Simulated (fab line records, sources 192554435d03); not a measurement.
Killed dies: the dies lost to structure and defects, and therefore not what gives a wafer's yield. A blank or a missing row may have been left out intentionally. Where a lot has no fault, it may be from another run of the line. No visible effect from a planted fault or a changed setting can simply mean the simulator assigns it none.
Which tool did it? | flow n5_finfet | 22 lots, 66 wafers sampled, at 3 steps of a route of 1938

## WHAT EACH GAUGE READ, for each wafer
N5_BEOL_M0_CUTY_CD_MEAS_57: the cd target is 200 nm.
lot  | measured     | on        | cd_nm (nm)
L074 | day 5 17:26  | cd_sem-03 | 200.6 200.5 199.6
L075 | day 6 02:40  | cd_sem-02 | 199.5 199.8 198.8
L076 | day 6 08:08  | cd_sem-03 | 199.7 199.9 199.3
L077 | day 6 16:20  | cd_sem-02 | 199.5 199.3 200.2
L078 | day 6 19:20  | cd_sem-02 | 200.2 200.4 200.4
L079 | day 7 00:02  | cd_sem-03 | 199.3 199.0 200.3
L080 | day 7 05:21  | cd_sem-01 | 202.1 201.0 200.4
L081 | day 7 11:29  | cd_sem-02 | 201.2 199.3 199.6
L082 | day 7 15:37  | cd_sem-03 | 201.9 201.0 201.1
L083 | day 7 19:35  | cd_sem-03 | 200.4 199.9 200.7
L084 | day 8 02:24  | cd_sem-02 | 201.8 199.3 198.9
L085 | day 8 11:52  | cd_sem-03 | 200.3 200.5 201.5
L086 | day 8 20:05  | cd_sem-02 | 200.7 201.8 199.9
L087 | day 9 02:29  | cd_sem-01 | 197.9 199.8 199.7
L088 | day 9 10:29  | cd_sem-03 | 201.5 203.2 199.5
L089 | day 9 13:12  | cd_sem-03 | 200.4 200.4 200.4
L090 | day 9 18:47  | cd_sem-02 | 200.0 200.0 198.7
L092 | day 10 07:40 | cd_sem-02 | 200.7 200.5 200.7
L093 | day 10 09:51 | cd_sem-02 | 199.0 200.5 200.4
L094 | day 10 16:07 | cd_sem-03 | 200.7 200.1 200.0
L096 | day 11 04:44 | cd_sem-02 | 201.0 200.5 200.5
L097 | day 11 11:22 | cd_sem-01 | 200.6 201.4 199.6

## WHAT TOOL EACH LOT RAN ON (gives the tool, then ch and the chambers of the sampled wafers, and finally the start)
lot  | N5_BEOL_M0_SAQP_ETCH_107           | N5_BEOL_M0_SAQP_DESCUM_45
L074 | rie_diel-01 ch 0,1, day 5 14:19    | rie_diel-05 ch 0,1,2, day 5 15:56
L075 | rie_diel-04 ch 1,2, day 5 23:32    | rie_diel-04 ch 1,2, day 6 01:27
L076 | rie_diel-05 ch 0,2,3, day 6 04:30  | rie_diel-05 ch 0,1,2, day 6 06:25
L077 | rie_diel-04 ch 2,3, day 6 13:22    | rie_diel-01 ch 0,2, day 6 14:52
L078 | rie_diel-01 ch 0,1, day 6 16:04    | rie_diel-01 ch 0,2, day 6 17:37
L079 | rie_diel-04 ch 0,1,3, day 6 20:08  | rie_diel-04 ch 2,3, day 6 21:44
L080 | rie_diel-01 ch 0,2, day 7 02:35    | rie_diel-05 ch 1,2, day 7 04:01
L081 | rie_diel-05 ch 0,1,2, day 7 08:41  | rie_diel-01 ch 0,1,3, day 7 10:09
L082 | rie_diel-01 ch 0,1,3, day 7 11:31  | rie_diel-01 ch 1,2,3, day 7 14:19
L083 | rie_diel-01 ch 0,3, day 7 15:49    | rie_diel-01 ch 0,1, day 7 18:25
L084 | rie_diel-05 ch 2,3, day 7 23:38    | rie_diel-01 ch 0,2, day 8 01:05
L085 | rie_diel-05 ch 1,3, day 8 09:08    | rie_diel-05 ch 2,3, day 8 10:34
L086 | rie_diel-01 ch 1,3, day 8 16:28    | rie_diel-05 ch 0,1,2, day 8 18:12
L087 | rie_diel-04 ch 0,1,3, day 8 23:52  | rie_diel-04 ch 1,3, day 9 01:19
L088 | rie_diel-05 ch 0,1,2, day 9 07:20  | rie_diel-01 ch 0,1,3, day 9 08:52
L089 | rie_diel-04 ch 0,1,2, day 9 10:28  | rie_diel-05 ch 0,1,2, day 9 11:53
L090 | rie_diel-05 ch 1,2, day 9 15:08    | rie_diel-01 ch 1,2,3, day 9 16:41
L092 | rie_diel-01 ch 0,1,3, day 10 04:27 | rie_diel-04 ch 0,1,2, day 10 06:22
L093 | rie_diel-05 ch 0,1,3, day 10 06:32 | rie_diel-05 ch 0,1,2, day 10 08:40
L094 | rie_diel-01 ch 0,2, day 10 13:23   | rie_diel-05 ch 1,2, day 10 14:56
L096 | rie_diel-04 ch 1,2,3, day 11 02:01 | rie_diel-01 ch 0,1,2, day 11 03:26
L097 | rie_diel-01 ch 0,1,2, day 11 08:31 | rie_diel-05 ch 0,2,3, day 11 10:09
- N5_BEOL_M0_SAQP_ETCH_107: etches SiNx in CH3F/O2, target depth 30 nm.
- N5_BEOL_M0_SAQP_DESCUM_45: chemistry O2, time 7 s.

## AS READ BY THE TOOLS THEMSELVES (means over the sampled wafers that have a number; for cases with no such wafer, the mark the record gives instead)
N5_BEOL_M0_SAQP_ETCH_107.
lot  | tool        | O2_flow_sccm (sccm) | drypump_motor_current_A (A) | oes_product_au (a.u.) | rf_vpp_V (V) | showerhead_plenum_p_Torr (Torr) | throttle_valve_pct (%)
L074 | rie_diel-01 | 20.00               | 6.3                         | 0.89                  | 303          | 2.08                            | 16.06
L075 | rie_diel-04 | 19.99               | 5.9                         | 0.78                  | 288          | 2.00                            | 16.48
L076 | rie_diel-05 | 20.01               | 5.7                         | 0.79                  | 297          | 2.05                            | 16.31
L077 | rie_diel-04 | 20.04               | 6.1                         | 0.73                  | 295          | 1.98                            | 16.61
L078 | rie_diel-01 | 20.04               | 6.3                         | 0.88                  | 302          | 2.08                            | 16.08
L079 | rie_diel-04 | 20.00               | 5.8                         | 0.73                  | 297          | 2.05                            | 16.40
L080 | rie_diel-01 | 20.03               | 5.8                         | 0.93                  | 304          | 2.02                            | 16.25
L081 | rie_diel-05 | 20.03               | 5.6                         | 0.76                  | 299          | 2.01                            | 16.29
L082 | rie_diel-01 | 20.08               | 5.8                         | 0.87                  | 300          | 2.06                            | 16.17
L083 | rie_diel-01 | 20.00               | 6.2                         | 0.86                  | 302          | 2.09                            | 16.30
L084 | rie_diel-05 | 20.05               | 5.9                         | 0.79                  | 290          | 2.02                            | 16.55
L085 | rie_diel-05 | 19.98               | 6.0                         | 0.76                  | 291          | 1.96                            | 16.63
L086 | rie_diel-01 | 20.01               | 5.4                         | 0.87                  | 298          | 2.03                            | 16.08
L087 | rie_diel-04 | 20.05               | 5.8                         | 0.71                  | 296          | 2.04                            | 16.42
L088 | rie_diel-05 | 19.98               | 5.6                         | 0.76                  | 299          | 2.00                            | 16.30
L089 | rie_diel-04 | 20.02               | 6.2                         | 0.74                  | 294          | 2.00                            | 16.57
L090 | rie_diel-05 | 20.01               | 5.6                         | 0.73                  | 294          | 1.94                            | 16.48
L092 | rie_diel-01 | 19.96               | 5.9                         | 0.84                  | 300          | 2.05                            | 16.21
L093 | rie_diel-05 | 20.02               | 5.9                         | 0.77                  | 296          | 2.01                            | 16.48
L094 | rie_diel-01 | 20.01               | 5.8                         | 0.89                  | 304          | 2.01                            | 16.30
L096 | rie_diel-04 | 20.02               | 5.8                         | 0.82                  | 293          | 2.00                            | 16.35
L097 | rie_diel-01 | 20.01               | 5.8                         | 0.85                  | 302          | 2.03                            | 16.16

N5_BEOL_M0_SAQP_DESCUM_45.
lot  | tool        | drypump_motor_current_A (A) | oes_product_au (a.u.) | rf_vpp_V (V) | showerhead_plenum_p_Torr (Torr) | throttle_valve_pct (%)
L074 | rie_diel-05 | 5.5                         | 0.78                  | 243.9        | 2.10                            | 20.32
L075 | rie_diel-04 | 6.2                         | 0.77                  | 242.2        | 2.04                            | 20.60
L076 | rie_diel-05 | 5.6                         | 0.77                  | 243.7        | 2.10                            | 20.34
L077 | rie_diel-01 | 6.3                         | 0.92                  | 244.1        | 2.16                            | 20.37
L078 | rie_diel-01 | 6.2                         | 0.91                  | 244.5        | 2.16                            | 20.38
L079 | rie_diel-04 | 5.7                         | 0.71                  | 243.2        | 2.09                            | 20.41
L080 | rie_diel-05 | 5.6                         | 0.75                  | 241.9        | 2.03                            | 20.53
L081 | rie_diel-01 | 5.8                         | 0.87                  | 243.9        | 2.16                            | 20.34
L082 | rie_diel-01 | 5.3                         | 0.90                  | 243.2        | 2.11                            | 20.34
L083 | rie_diel-01 | 5.9                         | 0.88                  | 243.8        | 2.16                            | 20.16
L084 | rie_diel-01 | 5.8                         | 0.92                  | 243.3        | 2.11                            | 20.39
L085 | rie_diel-05 | 5.9                         | 0.79                  | 242.3        | 2.10                            | 20.60
L086 | rie_diel-05 | 5.6                         | 0.76                  | 242.9        | 2.09                            | 20.37
L087 | rie_diel-04 | 5.5                         | 0.71                  | 243.3        | 2.13                            | 20.38
L088 | rie_diel-01 | 5.8                         | 0.85                  | 243.5        | 2.16                            | 20.36
L089 | rie_diel-05 | 5.6                         | 0.76                  | 243.6        | 2.09                            | 20.38
L090 | rie_diel-01 | 5.4                         | 0.87                  | 243.1        | 2.10                            | 20.36
L092 | rie_diel-04 | 6.2                         | 0.73                  | 242.9        | 2.08                            | 20.60
L093 | rie_diel-05 | 5.6                         | 0.75                  | 243.0        | 2.09                            | 20.38
L094 | rie_diel-05 | 5.6                         | 0.73                  | 242.2        | 2.02                            | 20.57
L096 | rie_diel-01 | 5.8                         | 0.86                  | 243.2        | 2.13                            | 20.30
L097 | rie_diel-05 | 5.7                         | 0.76                  | 244.1        | 2.12                            | 20.42

## THE ANSWER, worked out from the rows above alone
Rule: what is usual is taken from the lots themselves. Put in order of their means at a reading, lots are off if they are a third of the lots or fewer, leave a main group of 4 or more, and stand apart from it by a gap of 3 or more times the standard deviation of the main group's means; of several such gaps the widest counts. Not used: any main group whose means are identical at the precision the tables above print for the reading. A lot without any number at a reading at which 4 lots or more have one is off too. All remaining lots with rows at the step are treated as sound. The gauges are gone through in route order, then the tools' own readings, and for those a lot's mean is taken as printed above. The first step at which some lot is off is used, and at that step the reading that is off furthest; a lot without a number counts as furthest.
No lot is off at any reading shown: from this, nothing can be told.

## WHAT WAS PUT IN BY THE SIMULATOR
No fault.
